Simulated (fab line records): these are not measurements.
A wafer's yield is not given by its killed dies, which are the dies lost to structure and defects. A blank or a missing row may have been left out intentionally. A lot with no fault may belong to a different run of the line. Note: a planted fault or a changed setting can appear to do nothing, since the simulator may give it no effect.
A struck lot beside a sound one    flow n5_finfet    14 out of 1938 route steps
Sound: wafers L825.2, L825.3, L825.5. Struck: wafers L839.2, L839.3, L839.5. At the end, the cause is stated.
At each step with rows: each side's tool, then ch and its chambers, then its first start. Under that, the readings that differ: sound wafers    struck wafers    difference of the means    sigmas: that difference in standard deviations of wafers without a fault.
alike: readings whose means differ by less than 2 such deviations, and words and numbers that are the same on both sides. not compared: withheld readings, readings that some wafer has no value for, bounds like >300 that may hide the same value, and numbers for which the record gives no deviation and whose values overlap.
The two part at a step that has a row with sigmas, a row that says differs or no value, or rows on one side only. Numbers that don't overlap but have no deviation are shown without sigmas and don't part them. A reading that every wafer of one side lacks parts them only if that side has two wafers or more.

first, 7 steps without rows for these wafers: N5_WELL_APT_COAT_19 (resist thk 950 nm); N5_WELL_APT_EBR_21; N5_WELL_APT_SOFTBAKE_20 (time 60 s); N5_WELL_APT_EXPOSE_22 (exposes mask PWELL, defocus 0 nm, target cd 200 nm); N5_WELL_APT_PEB_23 (peb time 90 s); N5_WELL_APT_DEVELOP_24 (develop time 45 s); N5_WELL_APT_HARDBAKE_29 (time 120 s).
N5_WELL_APT_CD_MEAS_25: the cd target is 200 nm.
  sound on cd_sem-03 ch 0, day 1 20:41; struck on cd_sem-02 ch 0, day 5 08:59
  alike: cd_nm
N5_WELL_APT_OVL_MEAS_26:
  sound on overlay-02 ch 0, day 1 20:43; struck on overlay-02 ch 0, day 5 09:01
  alike: PWELL_OVL
N5_WELL_APT_INSPECT_27: inspects for defects (macro).
  sound on defect_inspect-01 at day 1 20:45; struck on defect_inspect-01 at day 5 09:02
  alike: raw_defect_count
N5_WELL_APT_DESCUM_30: chemistry O2, time 7.9 s.
  sound on rie_diel-05 ch 1,2,3, day 1 20:57; struck on rie_diel-06 ch 0,1,3, day 5 09:04
  alike: chamber_pressure_mTorr, drypump_motor_current_A, oes_product_au, rf_fwd_power_W, rf_vpp_V, showerhead_plenum_p_Torr, throttle_valve_pct
  not compared: rf_hours_counter_h
next, for these wafers, 1 step has no rows: N5_WELL_APT_IMPLANT_31.
N5_WELL_APT_IMPLANT_32:
  sound on implanter-01 ch 0, day 1 21:15; struck on implanter-02 ch 0, day 5 09:23
reading                    sound                 struck                difference  sigmas
beam_energy_keV            50.035 50.024 49.999  67.768 67.739 67.744  +17.731     +99 or more
model.implant.rp_nm (nm)   37.14 37.14 37.14     51.96 51.96 51.96     +14.82      
model.implant.drp_nm (nm)  18.55 18.55 18.55     23.22 23.22 23.22     +4.67       
then, 1 step without rows for these wafers: N5_WELL_APT_STRIP_33 (strips in SPM, time 900 s).

WHERE THEY PART
Only at N5_WELL_APT_IMPLANT_32, within this record.

WHY: what the simulator had put in
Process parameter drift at N5_WELL_APT_IMPLANT_32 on implanter-02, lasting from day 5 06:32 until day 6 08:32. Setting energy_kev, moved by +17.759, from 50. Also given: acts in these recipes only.
